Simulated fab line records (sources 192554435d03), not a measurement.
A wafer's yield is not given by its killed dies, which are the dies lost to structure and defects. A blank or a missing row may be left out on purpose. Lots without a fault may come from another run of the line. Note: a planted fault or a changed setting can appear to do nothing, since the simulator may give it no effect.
A lot that was struck, set against a sound lot | flow n5-finfet | 37 steps out of a route of 1938
Sound: these wafers, L554.1, L554.4, L554.6. Struck: wafer L552.2. (L552.1, L552.6 of the same lot were not struck and are left out.) The cause comes at the end.
Order at every step that has rows: each side's tool, ch and its chambers, its first start. Under that, the readings that differ: sound wafers | struck wafers | difference of the means | sigmas: that difference in standard deviations of wafers without a fault.
alike: a reading whose means differ by less than 2 such deviations, as well as words and numbers matching on both sides. not compared: withheld readings; readings where some wafer has no value; bounds like >300 that might hide an equal value; numbers whose values overlap and for which the record gives no deviation.
Wherever a step has rows on one side only, a row that says differs or no value, or a row with sigmas, the two part there. When numbers do not overlap yet have no deviation, they are printed without sigmas and do not part them. A reading that every wafer of one side lacks parts them only if that side has two wafers or more.

first, 9 steps without rows for these wafers: N5_MOL_CONTACT_COAG_PRECLEAN_127 (cleans in DIW, time 57.5 s); N5_MOL_CONTACT_COAG_SRD_128 (dry time 32 s); N5_MOL_CONTACT_COAG_CMP_52 (polishes, stops on SiO2, t overpolish 1.5 s, target thk 66.5 nm); N5_MOL_CONTACT_COAG_ANNEAL_112 (time 1800 s); N5_BEOL_M0_SAQP_PECVD_00 (deposits SiCN from 3MS/NH3, target thk 8 nm, time 14 s); N5_BEOL_M0_SAQP_ILD_DEP_01 (deposits SiOC from DEMS/O2, target thk 45.419 nm, time 8.7 s); N5_BEOL_M0_SAQP_HM_DEP_02 (deposits TiN, target thk 12 nm); N5_BEOL_M0_SAQP_PECVD_03 (deposits SiCN from 3MS/NH3, target thk 12 nm, time 21.1 s); N5_BEOL_M0_SAQP_PECVD_96 (deposits a-Si from SiH4/He, target thk 45 nm, time 45.2 s).
N5_BEOL_M0_SAQP_PECVD_97: deposits SiNx from SiH4/NH3/N2, target thk 23 nm, time 19.9 s.
  sound on pecvd-01 ch 1, day 10 17:46; struck on pecvd-01 ch 1, day 10 19:14
  reading                                         | sound        | struck | difference | sigmas
  model.SiNx_of_BEOL_M0_SAQP_PECVD_97.thk-nm (nm) | 22.6 22.8 23 | 27     | +4         |
  alike: heater-power-w, showerhead-plenum-p-Torr, throttle-valve-pct
then, 24 steps without rows for these wafers: N5_BEOL_M0_SAQP_PECVD_04 (deposits a-Si from SiH4/He, target thk 60 nm, time 60.2 s); N5_BEOL_M0_SAQP_HM_DEP_111 (deposits SiO2 from SiH4/N2O, target thk 12 nm, time 7.2 s); N5_BEOL_M0_SAQP_COAT_81 (time 60 s, resist thk 100 nm); N5_BEOL_M0_SAQP_COAT_82 (time 60 s, resist thk 30 nm); N5_BEOL_M0_SAQP_COAT_08 (resist thk 90 nm); N5_BEOL_M0_SAQP_EBR_10; N5_BEOL_M0_SAQP_SOFTBAKE_09 (time 60 s); N5_BEOL_M0_SAQP_EXPOSE_11 (exposes mask M0 CORE, target cd 42 nm); N5_BEOL_M0_SAQP_PEB_12 (peb time 60 s); N5_BEOL_M0_SAQP_DEVELOP_13 (develop time 30 s); N5_BEOL_M0_SAQP_DESCUM_19 (chemistry O2, time 7.9 s); N5_BEOL_M0_SAQP_ETCH_83 (etches SiARC in CF4, target depth 39 nm, time 65 s); N5_BEOL_M0_SAQP_ETCH_84 (etches SOC in N2/H2, target depth 100 nm, overetch 20 nm, time 150 s); N5_BEOL_M0_SAQP_STRIP_80 (strips in N2/H2); N5_BEOL_M0_SAQP_HM_OPEN_112 (chemistry CHF3/O2, target SiO2, stops on a-Si, target depth 12 nm, time 13.5 s); N5_BEOL_M0_SAQP_STRIP_113 (strips in CHF3/O2); N5_BEOL_M0_SAQP_MANDREL_ETCH_20 (etches a-Si in HBr/Cl2, stops on SiNx, target depth 60 nm, bt time 10 s, time 30 s); N5_BEOL_M0_SAQP_STRIP_86 (strips in N2/H2); N5_BEOL_M0_SAQP_STRIP_115 (strips in post etch residue remover, time 60 s); N5_BEOL_M0_SAQP_SRD_93 (time 30 s); N5_BEOL_M0_SAQP_RECESS_114 (chemistry HF/NH3, target SiO2, target depth 14.4 nm, afs cycles 3, sublimation time 60 s); N5_BEOL_M0_SAQP_SPACER1_ALD_98 (deposits SiO2, target thk 12.8 nm, pulse time 1 s, purge time 2 s); N5_BEOL_M0_SAQP_SPACER1_ETCHBACK_99 (etches SiO2 in CHF3/O2, target depth 15.4 nm, time 7.7 s); N5_BEOL_M0_SAQP_MANDREL1_REMOVE_100 (chemistry HBr/Cl2/O2, target a-Si, stops on SiNx, bt time 10 s).
N5_BEOL_M0_SAQP_ETCH_106: etches SOC in N2/H2, stops on SiNx, target depth 150 nm.
  sound on rie-diel-05 ch 0,1, day 10 21:56; struck on rie-diel-01 ch 1, day 11 01:05
  reading                                         | sound          | struck | difference | sigmas
  drypump-motor-current-A (A)                     | 6.7 6.7 6.7    | 5.2    | -1.5       | -2
  showerhead-plenum-p-Torr (Torr)                 | 2.39 2.42 2.39 | 2.60   | +0.20      | +2
  model.SiNx_of_BEOL_M0_SAQP_PECVD_97.thk-nm (nm) | 15 15 15.4     | 19.2   | +4.1       |
  alike: oes-product-au, rf-vpp-V, throttle-valve-pct
  not compared: rf-hours-counter-h
-- record jumps: 4 days separate the struck wafers' starts on either side; left off in module BEOL_M0_SAQP, taken up again in module BEOL_M4, whose first shown step is the route's number 1111 --
N5_BEOL_M4_RC_MEAS_101:
  sound on prober-01 ch 0, day 12 21:05; struck on prober-01 ch 0, day 14 14:39
  alike: DIBL_N, DIBL_P, IOFF_N, IOFF_P, ION_N, ION_P, SS_N, SS_P, VT_N, VT_P
N5_PASSIVATION_PROBE_49:
  the record holds rows for the sound wafers here (prober-02, day 16 15:54) but none for the struck ones

## WHERE THEY PART
First at N5_BEOL_M0_SAQP_ETCH_106; last, within this record, at N5_PASSIVATION_PROBE_49.

WHY: the cause the simulator had injected
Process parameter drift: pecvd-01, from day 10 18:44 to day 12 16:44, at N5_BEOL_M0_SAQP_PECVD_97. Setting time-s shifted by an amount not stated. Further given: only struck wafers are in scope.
